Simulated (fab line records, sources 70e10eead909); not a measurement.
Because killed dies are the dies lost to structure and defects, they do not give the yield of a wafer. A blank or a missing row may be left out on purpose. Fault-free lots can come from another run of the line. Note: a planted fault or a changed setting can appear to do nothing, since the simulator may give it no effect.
Matching of chambers | flow nand-harc | 4 sister chambers for NHARC_P_CONTACT_STRIP_28 on rie-diel-04
The step strips in O2. 8 wafers are shown with their chamber, then 9 later ones without.

WAFERS WITH THEIR CHAMBER
wafer  | chamber | drypump-motor-current-A (A) | oes-product-au (a.u.)
L082.4 | 2       | 5.54                        | 0.999
L082.6 | 2       | 5.55                        | 0.995
L087.1 | 1       | 5.71                        | 1.005
L087.3 | 0       | 5.69                        | 1.013
L087.5 | 0       | 5.67                        | 1.021
L085.3 | 3       | 5.85                        | 0.979
L085.5 | 1       | 5.69                        | 1.000
L085.6 | 3       | 5.88                        | 0.987

WAFERS WITHOUT THEIR CHAMBER
wafer  | drypump-motor-current-A (A) | oes-product-au (a.u.)
L090.1 | 5.75                        | 0.996
L090.4 | 5.52                        | 1.000
L090.5 | 5.52                        | 0.993
L092.1 | 5.73                        | 1.011
L092.3 | 5.53                        | 0.995
L092.6 | 5.66                        | 1.024
L093.1 | 5.72                        | 1.001
L093.3 | 5.55                        | 0.994
L093.6 | 5.56                        | 0.994

THE CHAMBER EACH PASSED THROUGH
wafer  | from the rows above     | in truth
L090.1 | 1                       | 1
L090.4 | 2                       | 2
L090.5 | 2                       | 2
L092.1 | can't be placed: 1 or 0 | 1
L092.3 | 2                       | 2
L092.6 | 0                       | 0
L093.1 | 1                       | 1
L093.3 | 2                       | 2
L093.6 | 2                       | 2
8 of 9 placed correctly. From these rows, 1 cannot be placed; in 1 the true chamber is one of the candidates. Placed wrongly: 0.
How it was worked out, from the rows above alone: a wafer's distance from a chamber is the root of the sum, over the readings, of the square of ((its reading less the chamber's mean) divided by the reading's scatter). The wafer belongs to the nearest chamber; if the next one is less than 2 further off, it can't be placed. The mean given for a chamber averages the wafers shown for that chamber. The scatter: take each reading less its chamber's mean, square it, sum over the shown wafers, divide by the number of wafers less the number of chambers, and take the root.
